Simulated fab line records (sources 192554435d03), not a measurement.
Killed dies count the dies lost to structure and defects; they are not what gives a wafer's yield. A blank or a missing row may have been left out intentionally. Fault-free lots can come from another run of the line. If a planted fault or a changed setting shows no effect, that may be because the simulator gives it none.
A struck lot beside a sound one / flow n5Finfet / 37 out of 1938 route steps
Sound: these wafers, L163.1, L163.3, L163.5. Wafers struck: L160.1, L160.2, L160.5. Last of all comes the cause.
At each step with rows: each side's tool, then ch and its chambers, then its first start. Under that, the readings that differ: sound wafers / struck wafers / difference of the means / sigmas: that difference in standard deviations of wafers without a fault.
alike: words and numbers the same on both sides, and readings whose means are apart by under 2 such deviations; not compared: readings that were withheld, readings missing a value for some wafer, numbers with overlapping values and no deviation given by the record, and bounds like >300 which may hide the same value.
A row with sigmas, a row that says differs or no value, or rows on one side alone: a step with any of these is where the two part. Numbers that have no deviation but don't overlap get no sigmas and don't part them. Lack of a reading on every wafer of one side parts them only where that side has two or more wafers.

first, 9 steps without rows for these wafers: N5_BEOL_M4_ANNEAL_95 (time 240 s); N5_BEOL_M4_SPUTTER_96 (material Cu, target thk 4.5 nm, time 8.29 s); N5_BEOL_M4_ECD_50 (material Cu, target thk 300 nm); N5_BEOL_M4_ANNEAL_51 (time 90 s); N5_BEOL_M4_CMP_52 (polishes, stops on SiOC, t overpolish 6.8 s, target thk 40 nm); N5_BEOL_M4_PRE_CLEAN_60 (time 15 s); N5_BEOL_M4_CO_CAP_55 (material Co, precursor CCTBA/H2, target thk 2 nm, time 102.1 s); N5_BEOL_M4_PRE_CLEAN_56 (time 15 s); N5_BEOL_M4_DEP_57 (deposits SiCN from 3MS/NH3, target thk 8 nm, time 14 s).
N5_BEOL_M4_RC_MEAS_101:
  sound on prober-02 ch 0, day 12 13:20; struck on prober-01 ch 0, day 12 00:57
  alike: DIBL_N, DIBL_P, IOFF_N, IOFF_P, ION_N, ION_P, SS_N, SS_P, VT_N, VT_P
then, 24 steps without rows for these wafers: N5_BEOL_M5_ILD_DEP_00 (deposits SiCOH lowk from DEMS/porogen, target thk 140.64 nm, time 25.9 s); N5_BEOL_M5_CURE_79 (cures SiCOH lowk, time 240 s); N5_BEOL_M5_PECVD_70 (deposits SiO2 from TEOS/O2, target thk 16 nm, time 18 s); N5_BEOL_M5_HM_DEP_02 (deposits TiN, target thk 20 nm); N5_BEOL_M5_COAT_59 (time 60 s, resist thk 60 nm); N5_BEOL_M5_COAT_60 (time 60 s, resist thk 12 nm); N5_BEOL_M5_COAT_71 (time 60 s, resist thk 5 nm); N5_BEOL_M5_COAT_05 (resist thk 30 nm); N5_BEOL_M5_EBR_07; N5_BEOL_M5_SOFTBAKE_06 (time 60 s); N5_BEOL_M5_EXPOSE_08 (exposes mask M5, target cd 28 nm); N5_BEOL_M5_PEB_09 (peb time 60 s); N5_BEOL_M5_DEVELOP_10 (develop time 30 s); N5_BEOL_M5_DESCUM_16 (chemistry O2, time 7 s); N5_BEOL_M5_ETCH_72 (etches underlayer in N2/H2, target depth 6.5 nm, time 5.2 s); N5_BEOL_M5_ETCH_61 (etches SiARC in CF4, target depth 15.6 nm, time 26 s); N5_BEOL_M5_ETCH_62 (etches SOC in N2/H2, target depth 75 nm, overetch 15 nm, time 112.5 s); N5_BEOL_M5_STRIP_63 (strips in N2/H2); N5_BEOL_M5_STRIP_73 (strips in N2/H2); N5_BEOL_M5_STRIP_64 (strips in CF4); N5_BEOL_M5_HM_OPEN_17 (chemistry Cl2/BCl3, target TiN, target depth 20 nm, overetch 6 nm); N5_BEOL_M5_STRIP_19 (strips in O2); N5_BEOL_M5_COAT_65 (time 60 s, resist thk 60 nm); N5_BEOL_M5_COAT_66 (time 60 s, resist thk 12 nm).
-- here the record skips 3 days between the struck wafers' starts before and after, leaving off in module BEOL_M5 and picking up in module BEOL_M11 (first step shown: number 1592 of the route) --
N5_BEOL_M11_CVD_75: deposits Co from CCTBA/H2, target thk 2 nm, time 138.9 s.
  sound on cvdCo-02 ch 1,2, day 15 14:14; struck on cvdCo-02 ch 0,1, day 14 19:04
  no value came back on the struck wafers for chamberPressureTorr (Torr), runLengthS (s), timeS (s); on the sound wafers chamberPressureTorr (Torr) reads 30.01 29.83 29.95
N5_BEOL_M11_CMP_52: polishes, stops on SiCOH lowk, t overpolish 7 s, target thk 140 nm.
  sound on cmp-04 ch 2,3, day 15 14:58; struck on cmp-03 ch 0,2,3, day 14 19:59
reading=barrierFieldEndpointS (s); sound=28.3 30.5 29.6; struck=27.2 26.7 26.4; difference=-2.7; sigmas=-3
  alike: clearingPlatenRpm, motorCurrentA
N5_PASSIVATION_PROBE_49:
  struck on prober-01, day 16 13:38; sound on prober-01, day 17 06:47
reading=defectLimitedYield (%); sound=92.7 93.4 92.5; struck=24.6 24.0 24.2; difference=-68.6; sigmas=-46
reading=killed_at_M4_up; sound=19 11 2; struck=804 795 815; difference=+794; sigmas=+99 or more
reading=killedDies; sound=86 78 89; struck=890 897 895; difference=+810; sigmas=+45
reading=killedOnRim; sound=17 7 10; struck=129 84 120; difference=+100; sigmas=+27
reading=sort_bin_5_function (%); sound=4.2 4.3 3.8; struck=62.0 61.4 61.9; difference=+57.7; sigmas=+52
reading=sort_bin_6_memory (%); sound=3.0 1.9 3.3; struck=13.0 14.2 13.9; difference=+11.0; sigmas=+16
reading=sortNPass; sound=1094 1102 1091; struck=290 283 285; difference=-810; sigmas=-45
reading=sortYieldPct (%); sound=92.7 93.4 92.5; struck=24.6 24.0 24.2; difference=-68.6; sigmas=-46
  alike: killed_at_M0_to_M3, killedAtContacts, killedAtFrontEnd, killedAtOther, killedOpen, killedShort

## WHERE THEY PART
Earliest at N5_BEOL_M11_CVD_75; latest, in this record, at N5_PASSIVATION_PROBE_49.

WHY: what had been put in by the simulator
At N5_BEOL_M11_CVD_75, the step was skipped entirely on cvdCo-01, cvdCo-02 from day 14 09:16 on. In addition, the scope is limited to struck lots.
